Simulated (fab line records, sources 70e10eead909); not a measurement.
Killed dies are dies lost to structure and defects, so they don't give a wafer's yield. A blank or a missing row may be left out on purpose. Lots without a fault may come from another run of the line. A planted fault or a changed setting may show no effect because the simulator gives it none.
A struck lot beside a sound one | flow nand_harc | 19 steps out of a route of 1302
Sound: wafers L810.1, L810.2, L810.4. Struck: wafers L824.2, L824.3, L824.4. The cause comes at the end.
At each step with rows: each side's tool, then ch and its chambers, then its first start. Under that, the readings that differ: sound wafers | struck wafers | difference of the means | sigmas: that difference in standard deviations of wafers without a fault.
alike: readings whose means differ by less than 2 such deviations, and words and numbers that are the same on both sides. not compared: withheld readings, readings that some wafer has no value for, bounds like >300 that may hide the same value, and numbers for which the record gives no deviation and whose values overlap.
The two part at a step that has a row with sigmas, a row that says differs or no value, or rows on one side only. Numbers that don't overlap but have no deviation are shown without sigmas and don't part them. A reading that every wafer of one side lacks parts them only if that side has two wafers or more.

NHARC_P_GATE_CD_MEAS_59: target cd 720 nm.
  sound on cd_sem-02 ch 0, day 6 00:00; struck on cd_sem-02 ch 0, day 11 18:01
  alike: cd_nm
then, 1 step without rows for these wafers: NHARC_P_GATE_HARDBAKE_60 (time 80 s).
NHARC_P_GATE_DESCUM_61: chemistry O2, time 3 s.
  sound on rie_diel-09 ch 0,1,3, day 6 00:10; struck on rie_diel-05 ch 0,1,2, day 11 18:12
  reading                | sound       | struck      | difference | sigmas
  rf_hours_counter_h (h) | 5.7 5.3 5.9 | 0.7 2.6 0.6 | -4.3       |
  alike: drypump_motor_current_A, oes_product_au, rf_vpp_V, showerhead_plenum_p_Torr, throttle_valve_pct
then, 1 step without rows for these wafers: NHARC_P_GATE_IMPLANT_62.
NHARC_P_GATE_STRIP_112: strips in N2/H2, time 200 s.
  sound on plasma_asher-02 ch 0,1, day 6 00:32; struck on plasma_asher-02 ch 0,1, day 11 18:36
  alike: drypump_motor_current_A, heater_power_w
  not compared: rf_hours_counter_h
NHARC_P_GATE_STRIP_76: strips in O2.
  sound on plasma_asher-02 ch 0,1, day 6 00:47; struck on plasma_asher-02 ch 0,1, day 11 18:50
  alike: drypump_motor_current_A, heater_power_w
  not compared: rf_hours_counter_h
then, 6 steps without rows for these wafers: NHARC_P_GATE_STRIP_63 (strips in SPM, time 900 s); NHARC_P_GATE_DEHYDRATE_83 (time 120 s); NHARC_P_GATE_HMDS_84 (time 30 s); NHARC_P_GATE_COAT_85; NHARC_P_GATE_SOFTBAKE_86 (time 95 s); NHARC_P_GATE_EBR_87.
NHARC_P_GATE_EXPOSE_88: exposes mask P HVN, target cd 2000 nm.
  sound on krf_scanner-02 ch 0, day 6 01:25; struck on krf_scanner-04 ch 0, day 11 19:28
  reading              | sound                | struck               | difference | sigmas
  exposure_dose_mJ_cm2 | 11.856 11.844 11.863 | 17.928 17.940 17.947 | +6.084     | +99 or more
  alike: mask
then, 2 steps without rows for these wafers: NHARC_P_GATE_PEB_89 (peb time 85 s); NHARC_P_GATE_DEVELOP_90 (time 70 s).
NHARC_P_GATE_CD_MEAS_91: target cd 2000 nm.
  sound on cd_sem-03 ch 0, day 6 01:35; struck on cd_sem-02 ch 0, day 11 19:37
  reading    | sound                | struck               | difference | sigmas
  cd_nm (nm) | 1997.4 2000.7 1996.0 | 2066.6 2070.0 2069.5 | +70.7      | +32
then, 1 step without rows for these wafers: NHARC_P_GATE_HARDBAKE_92 (time 80 s).
NHARC_P_GATE_DESCUM_93: chemistry O2, time 3 s.
  sound on rie_diel-09 ch 0,2,3, day 6 01:44; struck on rie_diel-05 ch 0,1,3, day 11 19:46
  reading                 | sound             | struck            | difference | sigmas
  oes_product_au (a.u.)   | 0.994 1.022 1.015 | 0.979 0.972 0.995 | -0.028     | -2
  rf_hours_counter_h (h)  | 5.1 5.9 5.3       | 0.8 2.7 2.8       | -3.3       |
  model.P_GATE.cd_nm (nm) | 1997 2001 1996    | 2068 2070 2070    | +71        |
  alike: drypump_motor_current_A, rf_vpp_V, showerhead_plenum_p_Torr, throttle_valve_pct
then, 1 step without rows for these wafers: NHARC_P_GATE_IMPLANT_94.

WHERE THEY PART
First at NHARC_P_GATE_EXPOSE_88; last, within this record, at NHARC_P_GATE_DESCUM_93.

WHY: what the simulator had put in
Process parameter drift: krf_scanner-04, from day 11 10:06 on, at NHARC_P_GATE_EXPOSE_88. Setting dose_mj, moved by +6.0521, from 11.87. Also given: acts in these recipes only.
